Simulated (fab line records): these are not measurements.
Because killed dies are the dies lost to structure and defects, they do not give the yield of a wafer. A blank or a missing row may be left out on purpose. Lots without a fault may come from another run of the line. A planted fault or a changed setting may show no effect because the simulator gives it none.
3 desks looking at one fault || flow nand harc || each desk holds nothing but its own numbers, with what lay behind them at the end

## AT THE METROLOGY DESK
What the gauges read, lot by lot, whatever tool the lot ran on: means of the sampled wafers that have a number. Marked OUT: a lot whose mean sits more than 4 standard deviations from the usual mean, which makes it out of limits; the brackets give that distance.
Columns: A = cd nm at NHARC_P_M0_CD_MEAS_09, usual 90.0 nm; B = overlay x nm at NHARC_P_M0_OVL_MEAS_10, usual -0.3 nm; C = overlay y nm at NHARC_P_M0_OVL_MEAS_10, usual 0.2 nm; D = cd nm at NHARC_P_M0_CD_MEAS_16, usual 90.0 nm
{"lot": "L684", "first seen here": "day 9 04:44", "A": 89.5, "B": -2.0, "C": 1.0, "D": 89.5}
{"lot": "L689", "first seen here": "day 9 18:16", "A": 90.4, "B": 0.6, "C": 0.2, "D": 90.5}
{"lot": "L692", "first seen here": "day 10 02:00", "A": 89.2, "B": 1.1, "C": 0.9, "D": 89.2}
{"lot": "L694", "first seen here": "day 10 10:50", "A": 90.4, "B": 0.5, "C": 0.4, "D": 90.6}
{"lot": "L698", "first seen here": "day 11 06:59", "A": 89.6, "B": 0.2, "C": -0.0, "D": 89.3}
Finding of this desk: none of the 5 lots has anything out of limits.

## DESK OF THE TOOL OWNER: arfi scanner-01
The tool's own readings at NHARC_P_M0_EXPOSE_06 (exposes mask P M0, target cd 90 nm): means of the sampled wafers that have a number, for each lot that ran on this tool. Marked OUT: a lot whose mean sits more than 4 standard deviations from the usual mean, which makes it out of limits; the brackets give that distance.
Columns: A = exposure dose mJ cm2 at NHARC_P_M0_EXPOSE_06, usual 81.27
{"lot": "L689", "first seen here": "day 9 18:08", "A": 81.21}
{"lot": "L692", "first seen here": "day 10 01:52", "A": "81.71 (+5.9) OUT"}
This desk's finding: out of limits on L692; first on L692, day 10 01:52 (exposure dose mJ cm2 at NHARC_P_M0_EXPOSE_06). L689 stayed within limits.

## THE DEFECT DESK
Counts from the inspections along the route, per lot, as means over the sampled wafers that have a number. Marked OUT: a lot whose mean sits more than 4 standard deviations from the usual mean, which makes it out of limits; the brackets give that distance.
Columns: A = raw defect count at NHARC_P_CONTACT_INSPECT_27, usual 275; B = raw defect count at NHARC_P_M0_INSPECT_11, usual 3.7
{"lot": "L684", "first seen here": "day 9 03:49", "A": 252, "B": 3.7}
{"lot": "L689", "first seen here": "day 9 17:22", "A": 257, "B": 4.7}
{"lot": "L692", "first seen here": "day 10 01:06", "A": 311, "B": 7.7}
{"lot": "L694", "first seen here": "day 10 09:55", "A": 247, "B": 3.0}
{"lot": "L698", "first seen here": "day 11 06:12", "A": 296, "B": 4.7}
Finding of this desk: none of the 5 lots has anything out of limits.

## TAKEN TOGETHER
An alarm could have come from the tool owner's desk at day 10 01:52, on L692.
At the metrology desk, nothing out of limits was observed.
Nothing the defect desk looked at was out of limits.
The metrology desk has L692 on record, within its limits.
The defect desk has L692 on record, within its limits.
NHARC_P_M0_EXPOSE_06 was run on arfi scanner-01 by each of the lots named.

## WHAT HAD BEEN PUT IN BY THE SIMULATOR
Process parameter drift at NHARC_P_M0_EXPOSE_06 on arfi scanner-01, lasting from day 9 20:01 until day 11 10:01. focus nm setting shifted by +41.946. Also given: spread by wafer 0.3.
Lots struck among those shown: L692.
Time in hours from fault onset to the first out-of-limits reading at each desk: the tool owner's desk, 6.
